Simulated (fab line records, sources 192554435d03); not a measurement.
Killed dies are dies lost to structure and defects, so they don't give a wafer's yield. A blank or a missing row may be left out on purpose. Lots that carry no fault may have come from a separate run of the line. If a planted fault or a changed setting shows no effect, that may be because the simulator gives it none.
Which tool did it? ; flow n5Finfet ; 9 lots with 27 wafers sampled at 5 steps, on a route of 1938 steps

WHAT EACH GAUGE READ, for each wafer
N5_BEOL_M4_RC_MEAS_101. Usual: DIBL_N 35.9 mV/V, standard deviation 1.2; DIBL_P 35.9 mV/V, standard deviation 1.4; IOFF_N 0.149 nA/um, standard deviation 0.02; IOFF_P 0.205 nA/um, standard deviation 0.022; ION_N 671 uA/um, standard deviation 8.8; ION_P 461 uA/um, standard deviation 5.9; SS_N 71.4 mV/dec, standard deviation 0.51; SS_P 73.2 mV/dec, standard deviation 0.56; VT_N 250.6 mV, standard deviation 2.5; VT_P -250.1 mV, standard deviation 2.3.
lot;measured;on;DIBL_N (mV/V);DIBL_P (mV/V);IOFF_N (nA/um);IOFF_P (nA/um);ION_N (uA/um);ION_P (uA/um);SS_N (mV/dec);SS_P (mV/dec);VT_N (mV);VT_P (mV);flag
L756;day 9 22:42;prober-01;35.4 33.3 34.8;34.4 32.3 34.4;0.140 0.110 0.138;0.211 0.177 0.211;667 657 667;460 453 460;71.2 70.9 70.9;73.0 72.9 72.8;250.7 254.6 249.5;-247.5 -249.7 -247.5;
L762;day 12 03:43;prober-02;34.4 34.5 35.1;35.5 35.3 35.6;0.147 0.139 0.145;0.193 0.184 0.199;679 665 662;461 457 458;71.5 71.4 71.7;72.5 72.9 72.9;254.3 253.7 252.4;-250.5 -250.7 -251.1;
L774;day 14 18:38;prober-02;37.6 36.4 37.9;38.1 35.8 37.0;0.177 0.153 0.177;0.246 0.205 0.225;681 682 677;469 470 460;72.0 71.1 71.4;74.1 73.5 74.0;250.7 251.7 248.0;-247.8 -250.6 -248.2;
L775;day 15 04:07;prober-02;35.6 36.9 36.2;35.4 37.1 35.8;0.138 0.156 0.145;0.189 0.223 0.202;679 673 665;462 460 456;71.5 71.5 71.6;73.1 73.9 72.9;250.3 247.9 247.4;-253.0 -248.4 -251.8;
L776;day 14 11:42;prober-01;34.6 37.2 34.8;33.9 36.8 34.6;0.118 0.165 0.129;0.166 0.211 0.175;658 676 665;451 461 456;71.4 71.7 71.1;72.5 73.7 72.6;255.1 248.7 254.3;-253.8 -246.3 -252.8;
L777;day 16 00:40;prober-02;37.5 36.5 36.1;35.7 34.1 34.7;0.171 0.145 0.144;0.244 0.216 0.222;680 664 673;473 461 470;71.2 71.5 71.0;74.4 74.0 73.2;247.1 249.7 249.8;-247.2 -248.4 -246.4;

TOOL THAT RAN EACH LOT (tool first, then ch and the chambers of the sampled wafers, then the start)
lot;N5_BEOL_M2_ETCH_69;N5_BEOL_M2_ETCH_70;N5_BEOL_M2_STRIP_36;N5_BEOL_M2_PRE_CLEAN_45
L756;rieDiel-03 ch 0,2, day 7 08:47;rieDiel-03 ch 1,2,3, day 8 05:12;rieDiel-03 ch 1,2,3, day 8 05:22;pvdSputter-02, day 8 06:10
L762;rieDiel-05 ch 0,2, day 9 03:15;rieDiel-05 ch 0,1, day 9 11:44;rieDiel-05 ch 0,1, day 9 11:54;pvdSputter-02, day 9 12:40
L765;rieDiel-03 ch 0,2,3, day 9 18:43;rieDiel-05 ch 0,1,3, day 10 06:37;rieDiel-05 ch 0,1,3, day 10 06:47;pvdSputter-02, day 10 07:45
L767;rieDiel-06 ch 0,2,3, day 10 13:56;rieDiel-06 ch 0,1,2, day 11 02:10;rieDiel-06 ch 0,1,2, day 11 02:19;pvdSputter-02, day 11 02:45
L768;rieDiel-06 ch 1,2,3, day 10 21:07;rieDiel-03 ch 0,3, day 11 02:35;rieDiel-03 ch 0,3, day 11 02:46;pvdSputter-01, day 11 03:12
L774;rieDiel-05 ch 0,2,3, day 12 07:55;rieDiel-05 ch 1,2,3, day 13 01:00;rieDiel-05 ch 1,2,3, day 13 01:10;pvdSputter-02, day 13 01:40
L775;rieDiel-03 ch 0,1,2, day 12 09:28;rieDiel-05 ch 0,2,3, day 13 01:29;rieDiel-05 ch 0,2,3, day 13 01:40;pvdSputter-01, day 13 02:22
L776;rieDiel-06 ch 0,1,2, day 12 09:48;rieDiel-06 ch 0,2,3, day 13 15:17;rieDiel-06 ch 0,2,3, day 13 15:27;pvdSputter-02, day 13 16:05
L777;rieDiel-03 ch 1,2, day 12 18:19;rieDiel-06 ch 0,2,3, day 13 19:58;rieDiel-06 ch 0,2,3, day 13 20:08;pvdSputter-02, day 13 20:57
- N5_BEOL_M2_ETCH_69: etches SiARC in CF4, target depth 15.6 nm, time 26 s.
- N5_BEOL_M2_ETCH_70: etches SOC in N2/H2, target depth 80 nm, overetch 24 nm, time 130 s.
- N5_BEOL_M2_STRIP_36: strips in N2/H2.
- N5_BEOL_M2_PRE_CLEAN_45: time 30 s.

WHAT THE TOOLS THEMSELVES READ (means of the sampled wafers that have a number; where no wafer has one, the mark that the record gives instead)
N5_BEOL_M2_ETCH_69. Usual: drypumpMotorCurrentA 5.7 A, standard deviation 0.41; etchRfOnTimeS 25.9 s, standard deviation 0.4; oesProductAu 0.68 a.u., standard deviation 0.088; rfVppV 183.7 V, standard deviation 1.1; showerheadPlenumPTorr 2.12 Torr, standard deviation 0.065; throttleValvePct 15.71 %, standard deviation 0.27.
lot;tool;drypumpMotorCurrentA (A);etchRfOnTimeS (s);oesProductAu (a.u.);rfVppV (V);showerheadPlenumPTorr (Torr);throttleValvePct (%);flag
L756;rieDiel-03;5.8;25.7;0.75;185.0;2.20;15.57;
L762;rieDiel-05;6.4;25.7;0.73;183.4;2.11;15.29;
L765;rieDiel-03;5.6;26.1;0.66;184.2;2.15;15.67;
L767;rieDiel-06;5.4;25.8;0.78;183.7;2.12;15.54;
L768;rieDiel-06;5.4;26.2;0.71;183.4;2.10;15.67;
L774;rieDiel-05;6.0;25.9;0.65;183.8;2.11;15.68;
L775;rieDiel-03;5.7;25.8;0.71;183.7;2.13;15.69;
L776;rieDiel-06;5.7;25.8;0.68;183.3;2.10;15.63;
L777;rieDiel-03;5.7;25.4;0.75;184.2;2.20;15.56;

N5_BEOL_M2_ETCH_70. Usual: drypumpMotorCurrentA 5.7 A, standard deviation 0.44; oesProductAu 0.58 a.u., standard deviation 0.067; rfVppV 523.0 V, standard deviation 2.3; showerheadPlenumPTorr 2.51 Torr, standard deviation 0.078; throttleValvePct 17.94 %, standard deviation 0.28.
lot;tool;drypumpMotorCurrentA (A);oesProductAu (a.u.);rfVppV (V);showerheadPlenumPTorr (Torr);throttleValvePct (%);flag
L756;rieDiel-03;5.5;0.57;525.3;2.58;17.93;
L762;rieDiel-05;6.5;0.57;520.6;2.44;17.88;
L765;rieDiel-05;6.1;0.56;522.1;2.47;17.95;
L767;rieDiel-06;5.7;0.60;522.6;2.49;17.85;
L768;rieDiel-03;5.6;0.53;520.8;2.46;18.07;
L774;rieDiel-05;6.1;0.51;521.7;2.48;18.19;
L775;rieDiel-05;6.1;0.56;522.2;2.50;17.92;
L776;rieDiel-06;5.4;0.62;522.7;2.51;17.86;
L777;rieDiel-06;5.4;0.62;523.8;2.50;17.88;

N5_BEOL_M2_STRIP_36. Usual: biasPowerW 6.997 W, standard deviation 0.024; chamberPressureMTorr 20.00 mTorr, standard deviation 0.032; drypumpMotorCurrentA 5.7 A, standard deviation 0.44; oesProductAu 0.79 a.u., standard deviation 0.096; powerW 450.2 W, standard deviation 1.4; rfVppV 59.1 V, standard deviation 1.4; showerheadPlenumPTorr 2.50 Torr, standard deviation 0.078; throttleValvePct 23.83 %, standard deviation 0.3.
lot;tool;biasPowerW (W);chamberPressureMTorr (mTorr);drypumpMotorCurrentA (A);oesProductAu (a.u.);powerW (W);rfVppV (V);showerheadPlenumPTorr (Torr);throttleValvePct (%);flag
L756;rieDiel-03;7.008;20.01;5.5;0.77;450.0;59.9;2.57;23.79;
L762;rieDiel-05;6.995;19.98;6.5;0.78;449.9;59.0;2.44;23.76;
L765;rieDiel-05;-;-;-;-;-;-;-;-;OFF
L767;rieDiel-06;-;-;-;-;-;-;-;-;OFF
L768;rieDiel-03;-;-;-;-;-;-;-;-;OFF
L774;rieDiel-05;6.986;19.98;6.1;0.70;450.5;59.7;2.47;24.07;
L775;rieDiel-05;7.011;19.99;6.1;0.76;449.6;59.5;2.49;23.80;
L776;rieDiel-06;6.990;20.00;5.4;0.86;451.1;58.0;2.50;23.80;
L777;rieDiel-06;6.973;19.98;5.4;0.85;450.8;59.5;2.50;23.81;

N5_BEOL_M2_PRE_CLEAN_45. Usual: heaterPowerW 325 W, standard deviation 44.
lot;tool;heaterPowerW (W);flag
L756;pvdSputter-02;310;
L762;pvdSputter-02;298;
L765;pvdSputter-02;310;
L767;pvdSputter-02;307;
L768;pvdSputter-01;369;
L774;pvdSputter-02;318;
L775;pvdSputter-01;373;
L776;pvdSputter-02;316;
L777;pvdSputter-02;318;

THE ANSWER, worked out from the rows above alone
Rule: take the mean of a lot's wafers that have a number; if it is more than 3 standard deviations from the usual mean, the lot is off. Also off: a lot with no number at a reading for which 4 or more lots have one. Any other lot the step has rows for is counted as sound. The gauges are gone through in route order, then the tools' own readings, and for those a lot's mean is taken as printed above. The first step at which some lot is off is used, and at that step the reading that is off furthest; a lot without a number counts as furthest.
Off, at N5_BEOL_M2_STRIP_36 on biasPowerW: L765, L767, L768. Without a number there: L765, L767, L768.
If a tool, at that step or one of the process steps before it, ran each lot that is off and ran no sound lot following the first of them, it fits. None of those tried fits.

WHAT THE SIMULATOR HAD INSERTED
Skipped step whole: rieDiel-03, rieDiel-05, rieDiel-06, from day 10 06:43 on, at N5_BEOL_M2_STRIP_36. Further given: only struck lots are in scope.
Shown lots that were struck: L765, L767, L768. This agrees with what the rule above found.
